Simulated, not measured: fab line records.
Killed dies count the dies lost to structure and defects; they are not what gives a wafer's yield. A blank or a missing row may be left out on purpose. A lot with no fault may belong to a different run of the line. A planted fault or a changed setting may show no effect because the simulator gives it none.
The tool behind it: which one? | flow n5_finfet | 33 wafers from 11 lots sampled at 4 of the route's 1938 steps

== WHAT THE GAUGES SHOWED, per wafer ==
Not one reading of a measure or inspect step in the record can be checked against a usual standard deviation.

== WHAT TOOL EACH LOT RAN ON (gives the tool, then ch and the chambers of the sampled wafers, and finally the start) ==
lot  | N5_BEOL_M1_TRENCH_ETCH_37          | N5_PASSIVATION_PECVD_01         | N5_PASSIVATION_DESCUM_12           | N5_PASSIVATION_PROBE_49
L710 | rie_diel-01 ch 0,1, day 6 07:34    | pecvd-01 ch 1,2, day 12 00:20   | rie_diel-01 ch 0,1, day 12 01:41   | -
L711 | rie_diel-06 ch 0,2,3, day 6 10:40  | pecvd-03 ch 0,1, day 12 00:29   | rie_diel-01 ch 0,1,2, day 12 02:25 | -
L713 | rie_diel-01 ch 1,2,3, day 7 00:46  | pecvd-02 ch 0,1, day 12 15:02   | rie_diel-06 ch 0,2, day 12 15:48   | -
L714 | rie_diel-06 ch 0,1,2, day 7 07:44  | pecvd-02 ch 0,2, day 12 22:14   | rie_diel-02 ch 0,1,3, day 13 03:04 | -
L718 | rie_diel-01 ch 1,2,3, day 8 11:05  | pecvd-03 ch 0,2, day 13 23:31   | rie_diel-01 ch 0,1,3, day 14 00:54 | prober-01, day 14 07:21
L722 | rie_diel-06 ch 1,2,3, day 9 08:47  | pecvd-02 ch 0,1, day 14 21:01   | rie_diel-06 ch 0,2,3, day 14 21:41 | -
L725 | rie_diel-06 ch 1,2,3, day 9 21:14  | pecvd-01 ch 0,1,2, day 15 04:30 | rie_diel-02 ch 1,2,3, day 15 05:14 | -
L726 | rie_diel-06 ch 0,2,3, day 10 12:19 | pecvd-03 ch 0,1, day 16 04:23   | rie_diel-06 ch 1,2,3, day 16 05:05 | -
L727 | rie_diel-06 ch 0,2,3, day 10 15:23 | pecvd-02 ch 0,1,2, day 16 04:15 | rie_diel-01 ch 0,2, day 16 05:27   | -
L729 | rie_diel-02 ch 0,2, day 10 21:14   | pecvd-01 ch 0,2, day 16 05:11   | rie_diel-02 ch 0,3, day 16 09:29   | -
L730 | rie_diel-02 ch 1,2,3, day 11 00:40 | pecvd-03 ch 1,2, day 16 12:14   | rie_diel-06 ch 0,1,2, day 16 12:53 | -
- N5_BEOL_M1_TRENCH_ETCH_37: etches SiOC in C4F6/O2, target depth 55.207 nm, time 29 s.
- N5_PASSIVATION_PECVD_01: deposits SiNx from SiH4/NH3/N2, target thk 200 nm, time 43.2 s.
- N5_PASSIVATION_DESCUM_12: chemistry O2, time 7.9 s.
- N5_PASSIVATION_PROBE_49

== AS READ BY THE TOOLS THEMSELVES (means over the sampled wafers that have a number; for cases with no such wafer, the mark the record gives instead) ==
N5_BEOL_M1_TRENCH_ETCH_37. Usual: drypump_motor_current_A 5.4 A, standard deviation 0.49; oes_o_777_au 0.75 a.u., standard deviation 0.056; oes_product_au 0.74 a.u., standard deviation 0.055; rf_vpp_V 662 V, standard deviation 7.8; showerhead_plenum_p_Torr 2.80 Torr, standard deviation 0.097; throttle_valve_pct 20.83 %, standard deviation 0.2.
lot  | tool        | drypump_motor_current_A (A) | oes_o_777_au (a.u.) | oes_product_au (a.u.) | rf_vpp_V (V) | showerhead_plenum_p_Torr (Torr) | throttle_valve_pct (%) | flag
L710 | rie_diel-01 | 4.9                         | 0.75                | 0.75                  | 664          | 2.86                            | 20.97                  |
L711 | rie_diel-06 | 5.4                         | 0.73                | 0.73                  | 664          | 2.77                            | 20.92                  |
L713 | rie_diel-01 | 5.6                         | 0.72                | 0.72                  | 665          | 2.87                            | 20.91                  |
L714 | rie_diel-06 | 5.2                         | 0.76                | 0.76                  | 661          | 2.78                            | 20.98                  |
L718 | rie_diel-01 | 5.6                         | 0.72                | 0.72                  | 665          | 2.87                            | 20.92                  |
L722 | rie_diel-06 | 5.2                         | 0.73                | 0.72                  | 654          | 2.73                            | 20.84                  |
L725 | rie_diel-06 | 5.2                         | 0.73                | 0.72                  | 653          | 2.73                            | 20.84                  |
L726 | rie_diel-06 | 5.4                         | 0.70                | 0.71                  | 662          | 2.76                            | 20.98                  |
L727 | rie_diel-06 | 5.4                         | 0.70                | 0.70                  | 664          | 2.76                            | 20.97                  |
L729 | rie_diel-02 | 5.2                         | 0.76                | 0.78                  | 664          | 2.81                            | 20.71                  |
L730 | rie_diel-02 | 5.8                         | 0.76                | 0.75                  | 663          | 2.76                            | 20.75                  |

N5_PASSIVATION_PECVD_01. Usual: heater_power_outer_w 184 W, standard deviation 74; heater_power_w 395 W, standard deviation 120; showerhead_plenum_p_Torr 8.67 Torr, standard deviation 0.09; throttle_valve_pct 29.2 %, standard deviation 2.1.
lot  | tool     | heater_power_outer_w (W) | heater_power_w (W) | showerhead_plenum_p_Torr (Torr) | throttle_valve_pct (%) | flag
L710 | pecvd-01 | 248                      | 467                | 8.64                            | 30.1                   |
L711 | pecvd-03 | 237                      | 561                | 8.77                            | 28.0                   |
L713 | pecvd-02 | 124                      | 286                | 8.65                            | 29.4                   |
L714 | pecvd-02 | 130                      | 313                | 8.64                            | 28.8                   |
L718 | pecvd-03 | 207                      | 386                | 8.66                            | 28.2                   |
L722 | pecvd-02 | 125                      | 295                | 8.66                            | 29.4                   |
L725 | pecvd-01 | 242                      | 469                | 8.66                            | 30.3                   |
L726 | pecvd-03 | 221                      | 536                | 8.79                            | 28.0                   |
L727 | pecvd-02 | 152                      | 329                | 8.64                            | 29.3                   |
L729 | pecvd-01 | 220                      | 456                | 8.62                            | 29.8                   |
L730 | pecvd-03 | 263                      | 489                | 8.64                            | 26.3                   |

N5_PASSIVATION_DESCUM_12. Usual: drypump_motor_current_A 5.5 A, standard deviation 0.49; oes_product_au 0.76 a.u., standard deviation 0.092; rf_vpp_V 242.8 V, standard deviation 1.6; showerhead_plenum_p_Torr 2.06 Torr, standard deviation 0.091; throttle_valve_pct 20.36 %, standard deviation 0.2.
lot  | tool        | drypump_motor_current_A (A) | oes_product_au (a.u.) | rf_vpp_V (V) | showerhead_plenum_p_Torr (Torr) | throttle_valve_pct (%) | flag
L710 | rie_diel-01 | 5.2                         | 0.74                  | 241.7        | 2.00                            | 20.40                  |
L711 | rie_diel-01 | 5.5                         | 0.72                  | 242.8        | 2.05                            | 20.43                  |
L713 | rie_diel-06 | 5.2                         | 0.72                  | 242.3        | 2.01                            | 20.49                  |
L714 | rie_diel-02 | 5.8                         | 0.77                  | 243.7        | 2.10                            | 20.30                  |
L718 | rie_diel-01 | 5.3                         | 0.78                  | 243.0        | 2.04                            | 20.35                  |
L722 | rie_diel-06 | 5.4                         | 0.78                  | 244.7        | 2.09                            | 20.41                  |
L725 | rie_diel-02 | 5.7                         | 0.73                  | 241.9        | 2.01                            | 20.37                  |
L726 | rie_diel-06 | 5.2                         | 0.78                  | 243.4        | 2.07                            | 20.34                  |
L727 | rie_diel-01 | 5.7                         | 0.71                  | 241.7        | 1.96                            | 20.33                  |
L729 | rie_diel-02 | 5.7                         | 0.75                  | 243.4        | 2.12                            | 20.39                  |
L730 | rie_diel-06 | 5.2                         | 0.70                  | 241.7        | 2.01                            | 20.58                  |

N5_PASSIVATION_PROBE_49. Usual: defect_limited_yield 91.2 %, standard deviation 1.4; killed_at_M0_to_M3 35, standard deviation 11; killed_at_M4_up 12, standard deviation 4.2; killed_at_contacts 13, standard deviation 5.6; killed_at_front_end 40, standard deviation 12; killed_at_other 3.3, standard deviation 2.6; killed_dies 103, standard deviation 17; killed_open 68, standard deviation 12; killed_short 34, standard deviation 7.6; sort_bin_5_function 5.1 %, standard deviation 0.95; sort_bin_6_memory 3.3 %, standard deviation 0.68; sort_n_pass 1077, standard deviation 17; sort_yield_pct 91.2 %, standard deviation 1.4.
lot  | tool      | defect_limited_yield (%) | killed_at_M0_to_M3 | killed_at_M4_up | killed_at_contacts | killed_at_front_end | killed_at_other | killed_dies | killed_open | killed_short | sort_bin_5_function (%) | sort_bin_6_memory (%) | sort_n_pass | sort_yield_pct (%) | flag
L718 | prober-01 | 84.5                     | 117                | 16              | 12                 | 36                  | 2.0             | 183         | 62          | 32           | 9.7                     | 4.3                   | 997         | 84.5               | OFF

== THE ANSWER, worked out from the rows above alone ==
Rule: a lot counts as off when the mean over its wafers that have a number is more than 3 standard deviations away from the usual mean. A lot without any number at a reading at which 4 lots or more have one is off too. The other lots that the step has rows for count as sound. After the gauges, taken in route order, come the tools' own readings; for these a lot's mean is taken, as printed above. At the first step where some lot is off, the reading lying furthest off is the one used; lots without a number count as furthest.
Off at N5_PASSIVATION_PROBE_49 (killed_at_M0_to_M3): L718. Neither off nor sound, because the step has no rows for them: L710, L711, L713, L714, L722, L725, L726, L727, L729, L730.
If a tool, at that step or one of the process steps before it, ran each lot that is off and ran no sound lot following the first of them, it fits. Can't be told from this: 3 tools fit, rie_diel-01 at N5_BEOL_M1_TRENCH_ETCH_37 and N5_PASSIVATION_DESCUM_12, pecvd-03 at N5_PASSIVATION_PECVD_01, prober-01 at N5_PASSIVATION_PROBE_49.

== WHAT WAS PUT IN BY THE SIMULATOR ==
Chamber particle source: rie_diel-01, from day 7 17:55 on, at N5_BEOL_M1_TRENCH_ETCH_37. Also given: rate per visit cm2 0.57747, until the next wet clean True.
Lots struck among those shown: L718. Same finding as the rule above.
